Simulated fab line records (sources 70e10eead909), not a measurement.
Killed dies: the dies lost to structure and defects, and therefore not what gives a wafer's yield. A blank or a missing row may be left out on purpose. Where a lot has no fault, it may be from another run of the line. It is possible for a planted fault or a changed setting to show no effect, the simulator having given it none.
Which tool did it? -- flow nand-harc -- 72 wafers from 24 lots sampled at 6 of the route's 1302 steps

WHAT EACH GAUGE READ, for each wafer
NHARC_A_M1_CD_MEAS_09: the cd target is 120 nm. Usual: cd-nm reads 119.5 nm (standard deviation 0.86).
lot,measured,on,cd-nm (nm),flag
L074,day 23 17:09,cd-sem-02,119.6 120.4 119.4,
L075,day 23 18:35,cd-sem-02,119.2 118.9 119.5,
L077,day 23 23:53,cd-sem-02,120.5 121.0 118.4,
L076,day 24 08:13,cd-sem-03,119.3 118.9 118.1,
L078,day 24 08:30,cd-sem-01,120.3 118.4 120.3,
L079,day 24 11:02,cd-sem-02,119.4 118.7 118.7,
L081,day 25 13:30,cd-sem-01,119.3 120.5 120.5,
L080,day 25 16:17,cd-sem-03,119.7 120.2 120.6,
L082,day 26 02:49,cd-sem-03,120.5 119.5 119.7,
L083,day 26 05:10,cd-sem-01,119.4 120.3 120.2,
L084,day 27 02:37,cd-sem-02,119.8 119.0 119.5,
L085,day 27 09:23,cd-sem-02,119.1 117.8 117.9,
L086,day 27 10:23,cd-sem-02,120.7 120.8 119.3,
L089,day 28 10:23,cd-sem-03,120.8 119.7 119.9,
L088,day 28 11:26,cd-sem-03,120.1 119.5 118.6,
L087,day 28 16:48,cd-sem-01,118.9 118.6 119.1,
L092,day 29 19:26,cd-sem-02,118.1 119.1 118.1,
L090,day 29 22:14,cd-sem-02,119.6 118.7 119.2,
L091,day 29 23:17,cd-sem-03,120.5 119.5 120.0,
L093,day 30 20:28,cd-sem-02,120.0 119.2 119.8,
L094,day 31 04:16,cd-sem-01,119.2 119.2 120.7,
L096,day 31 23:37,cd-sem-01,119.4 119.4 117.8,
L095,day 32 03:32,cd-sem-02,119.3 119.8 119.9,
L097,day 32 15:29,cd-sem-02,120.0 118.1 119.7,

NHARC_A_M1_INSPECT_27. Usual: raw-defect-count reads 542 (standard deviation 130).
lot,measured,on,raw-defect-count,flag
L074,day 23 19:53,defect-inspect-02,415 545 584,
L075,day 23 21:22,defect-inspect-01,477 406 529,
L077,day 24 02:38,defect-inspect-02,376 341 446,
L076,day 24 10:59,defect-inspect-01,519 536 531,
L078,day 24 11:24,defect-inspect-02,532 593 451,
L079,day 24 13:49,defect-inspect-01,771 599 597,
L081,day 25 16:15,defect-inspect-02,434 537 413,
L080,day 25 19:22,defect-inspect-02,561 530 958,
L082,day 26 05:35,defect-inspect-01,500 661 532,
L083,day 26 07:56,defect-inspect-01,484 527 520,
L084,day 27 05:50,defect-inspect-01,514 612 510,
L085,day 27 12:11,defect-inspect-02,713 531 817,
L086,day 27 13:09,defect-inspect-01,385 508 398,
L089,day 28 13:11,defect-inspect-01,546 538 552,
L088,day 28 14:13,defect-inspect-01,666 558 569,
L087,day 28 19:34,defect-inspect-02,450 556 583,
L092,day 29 22:12,defect-inspect-02,929 504 877,
L090,day 30 00:59,defect-inspect-01,572 713 835,
L091,day 30 02:03,defect-inspect-02,534 384 454,
L093,day 30 23:17,defect-inspect-02,617 472 516,
L094,day 31 07:05,defect-inspect-01,492 671 517,
L096,day 32 02:38,defect-inspect-02,354 588 436,
L095,day 32 06:18,defect-inspect-01,276 247 280,
L097,day 32 18:17,defect-inspect-02,463 514 522,

NHARC_A_BONDPAD_CD_MEAS_09: the cd target is 500 nm. Usual: cd-nm reads 501.0 nm (standard deviation 2.3).
lot,measured,on,cd-nm (nm),flag
L074,day 23 21:49,cd-sem-02,497.5 501.4 503.5,
L075,day 23 23:10,cd-sem-01,500.0 499.8 498.8,
L077,day 24 04:34,cd-sem-02,502.6 503.6 500.3,
L076,day 24 12:47,cd-sem-03,500.8 499.3 500.7,
L078,day 24 13:20,cd-sem-02,504.2 499.4 505.2,
L079,day 24 15:44,cd-sem-03,494.0 498.9 504.1,
L081,day 25 18:10,cd-sem-01,499.3 501.8 498.0,
L080,day 25 21:11,cd-sem-02,498.5 502.4 502.6,
L082,day 26 07:41,cd-sem-02,499.7 499.2 498.1,
L083,day 26 10:02,cd-sem-03,499.0 503.1 503.7,
L084,day 27 07:46,cd-sem-02,501.3 500.1 500.9,
L085,day 27 14:06,cd-sem-03,499.7 500.0 504.2,
L086,day 27 15:04,cd-sem-03,501.0 503.6 497.8,
L089,day 28 14:59,cd-sem-01,505.2 499.7 495.3,
L088,day 28 16:11,cd-sem-03,498.5 498.8 504.0,
L087,day 28 21:30,cd-sem-03,501.3 499.1 500.7,
L092,day 30 00:01,cd-sem-01,501.1 500.5 500.4,
L090,day 30 02:47,cd-sem-02,499.4 502.8 503.1,
L091,day 30 03:59,cd-sem-01,497.1 501.7 498.5,
L093,day 31 01:12,cd-sem-02,500.8 500.9 501.6,
L094,day 31 08:55,cd-sem-01,496.8 500.2 503.6,
L096,day 32 04:34,cd-sem-02,500.9 502.3 501.8,
L095,day 32 08:14,cd-sem-02,502.2 505.7 501.0,
L097,day 32 20:05,cd-sem-03,501.9 503.3 501.8,

NHARC_A_BONDPAD_CD_MEAS_13. Usual: cd-nm reads 500.7 nm (standard deviation 2.5).
lot,measured,on,cd-nm (nm),flag
L074,day 23 22:21,cd-sem-02,496.7 500.5 500.0,
L075,day 23 23:41,cd-sem-02,501.2 498.7 497.8,
L077,day 24 05:07,cd-sem-01,503.2 503.5 500.2,
L076,day 24 13:19,cd-sem-03,500.3 499.7 500.1,
L078,day 24 13:53,cd-sem-03,503.5 501.3 504.1,
L079,day 24 16:16,cd-sem-01,494.1 499.4 505.2,
L081,day 25 18:47,cd-sem-02,498.6 502.6 497.3,
L080,day 25 21:46,cd-sem-02,499.4 501.2 500.8,
L082,day 26 08:13,cd-sem-02,499.5 501.0 498.7,
L083,day 26 10:33,cd-sem-03,499.1 502.6 503.3,
L084,day 27 08:19,cd-sem-02,501.2 499.7 501.7,
L085,day 27 14:38,cd-sem-03,498.5 500.1 504.1,
L086,day 27 15:36,cd-sem-02,499.4 503.3 496.3,
L089,day 28 15:31,cd-sem-02,505.3 500.1 497.3,
L088,day 28 16:43,cd-sem-03,497.9 499.7 504.3,
L087,day 28 22:04,cd-sem-02,500.8 497.2 500.4,
L092,day 30 00:32,cd-sem-02,499.7 501.0 500.2,
L090,day 30 03:20,cd-sem-03,499.8 504.9 502.2,
L091,day 30 04:31,cd-sem-03,496.7 502.2 495.8,
L093,day 31 01:44,cd-sem-03,500.3 500.8 502.8,
L094,day 31 09:26,cd-sem-01,497.2 501.1 504.1,
L096,day 32 05:05,cd-sem-02,501.3 501.6 501.6,
L095,day 32 08:47,cd-sem-02,503.8 506.0 501.1,
L097,day 32 20:37,cd-sem-01,500.2 503.0 502.0,

NHARC_A_BONDPAD_INSPECT_23. Usual: raw-defect-count reads 555 (standard deviation 130).
lot,measured,on,raw-defect-count,flag
L074,day 24 00:35,defect-inspect-01,442 532 498,
L075,day 24 01:57,defect-inspect-01,721 636 609,
L077,day 24 07:21,defect-inspect-02,577 426 493,
L076,day 24 15:34,defect-inspect-02,397 433 386,
L078,day 24 16:07,defect-inspect-02,464 475 492,
L079,day 24 18:30,defect-inspect-02,541 580 611,
L081,day 25 21:23,defect-inspect-02,874 688 653,
L080,day 26 00:18,defect-inspect-01,439 723 462,
L082,day 26 10:28,defect-inspect-01,409 554 324,
L083,day 26 12:49,defect-inspect-01,965 581 574,
L084,day 27 10:34,defect-inspect-02,446 433 548,
L085,day 27 16:52,defect-inspect-01,553 485 455,
L086,day 27 18:01,defect-inspect-01,522 587 478,
L089,day 28 17:50,defect-inspect-01,727 505 819,
L088,day 28 18:58,defect-inspect-02,831 538 477,
L087,day 29 00:19,defect-inspect-01,500 683 566,
L092,day 30 02:46,defect-inspect-01,588 446 695,
L090,day 30 05:36,defect-inspect-02,650 518 559,
L091,day 30 06:46,defect-inspect-01,593 548 634,
L093,day 31 04:01,defect-inspect-01,461 574 667,
L094,day 31 11:45,defect-inspect-02,765 550 692,
L096,day 32 07:19,defect-inspect-01,478 431 473,
L095,day 32 11:03,defect-inspect-01,469 438 343,
L097,day 32 22:56,defect-inspect-01,709 942 673,

TOOL THAT RAN EACH LOT (tool first, then ch and the chambers of the sampled wafers, then the start)
lot,NHARC_A_BONDPAD_DESCUM_11
L074,"rie-diel-01 ch 1,2,3, day 23 22:03"
L075,"rie-diel-01 ch 0,2,3, day 23 23:22"
L077,"rie-diel-01 ch 0,1, day 24 04:47"
L076,"rie-diel-07 ch 2,3, day 24 12:59"
L078,"rie-diel-07 ch 0,1,2, day 24 13:35"
L079,"rie-diel-01 ch 0,3, day 24 15:57"
L081,"rie-diel-01 ch 0,1, day 25 18:23"
L080,"rie-diel-01 ch 0,1,3, day 25 21:23"
L082,"rie-diel-01 ch 1,2, day 26 07:53"
L083,"rie-diel-13 ch 0,2,3, day 26 10:15"
L084,"rie-diel-07 ch 0,3, day 27 07:58"
L085,"rie-diel-01 ch 1,2,3, day 27 14:19"
L086,"rie-diel-01 ch 1,3, day 27 15:17"
L089,"rie-diel-01 ch 2,3, day 28 15:13"
L088,"rie-diel-07 ch 0,1, day 28 16:24"
L087,"rie-diel-01 ch 0,3, day 28 21:44"
L092,"rie-diel-13 ch 2,3, day 30 00:14"
L090,"rie-diel-01 ch 2,3, day 30 03:00"
L091,"rie-diel-07 ch 1,2,3, day 30 04:12"
L093,"rie-diel-01 ch 0,1,2, day 31 01:25"
L094,"rie-diel-01 ch 2,3, day 31 09:08"
L096,"rie-diel-01 ch 0,2,3, day 32 04:47"
L095,"rie-diel-01 ch 0,2,3, day 32 08:28"
L097,"rie-diel-01 ch 1,2,3, day 32 20:18"
- NHARC_A_BONDPAD_DESCUM_11: chemistry O2, time 3 s.

AS READ BY THE TOOLS THEMSELVES (means over the sampled wafers that have a number; for cases with no such wafer, the mark the record gives instead)
NHARC_A_BONDPAD_DESCUM_11. Usual: drypump-motor-current-A 5.5 A, standard deviation 0.44; mfc-ar-sccm 0.020 sccm, standard deviation 0.015; oes-product-au 1.005 a.u., standard deviation 0.011; rf-vpp-V 57.9 V, standard deviation 0.87; showerhead-plenum-p-Torr 1.96 Torr, standard deviation 0.079; throttle-valve-pct 11.312 %, standard deviation 0.0086.
lot,tool,drypump-motor-current-A (A),mfc-ar-sccm (sccm),oes-product-au (a.u.),rf-vpp-V (V),showerhead-plenum-p-Torr (Torr),throttle-valve-pct (%),flag
L074,rie-diel-01,5.7,0.023,1.003,57.9,2.01,11.307,
L075,rie-diel-01,5.4,0.021,1.007,57.8,1.97,11.312,
L077,rie-diel-01,5.2,0.031,1.012,57.9,1.95,11.311,
L076,rie-diel-07,5.2,0.010,1.020,57.3,1.90,11.317,
L078,rie-diel-07,5.3,0.011,1.010,57.8,1.89,11.308,
L079,rie-diel-01,5.2,0.031,1.007,58.2,1.96,11.319,
L081,rie-diel-01,5.4,0.032,1.011,58.3,1.98,11.314,
L080,rie-diel-01,5.5,0.033,1.006,57.8,1.99,11.315,
L082,rie-diel-01,5.5,0.011,0.999,58.4,1.97,11.310,
L083,rie-diel-13,5.8,0.000,1.005,58.0,1.82,11.308,
L084,rie-diel-07,4.9,0.011,1.001,57.4,1.96,11.320,
L085,rie-diel-01,5.6,0.023,1.001,58.5,2.00,11.312,
L086,rie-diel-01,5.8,0.034,1.003,57.3,2.02,11.312,
L089,rie-diel-01,5.7,0.023,0.997,57.7,2.01,11.308,
L088,rie-diel-07,5.4,0.006,1.005,58.4,2.05,11.311,
L087,rie-diel-01,5.6,0.033,0.981,57.2,2.00,11.307,
L092,rie-diel-13,5.5,0.000,1.013,57.6,1.81,11.304,
L090,rie-diel-01,5.7,0.023,0.998,58.5,2.01,11.304,
L091,rie-diel-07,5.4,0.005,1.011,58.6,1.95,11.312,
L093,rie-diel-01,5.4,0.021,0.996,57.7,1.95,11.317,
L094,rie-diel-01,5.7,0.023,1.003,58.5,2.01,11.306,
L096,rie-diel-01,5.4,0.021,1.005,58.0,1.97,11.315,
L095,rie-diel-01,5.4,0.021,1.004,57.4,1.97,11.311,
L097,rie-diel-01,5.7,0.023,1.001,57.5,2.00,11.314,

THE ANSWER, worked out from the rows above alone
Rule: a lot counts as off when the mean over its wafers that have a number is more than 3 standard deviations away from the usual mean. Also off: a lot with no number at a reading for which 4 or more lots have one. Any other lot the step has rows for is counted as sound. Order of review: gauges by route order, followed by the tools' own readings, for which a lot's mean as printed above is used. At the first step where some lot is off, the reading lying furthest off is the one used; lots without a number count as furthest.
Nothing can be told from this: no lot is off at any reading shown.

WHAT THE SIMULATOR HAD PUT IN
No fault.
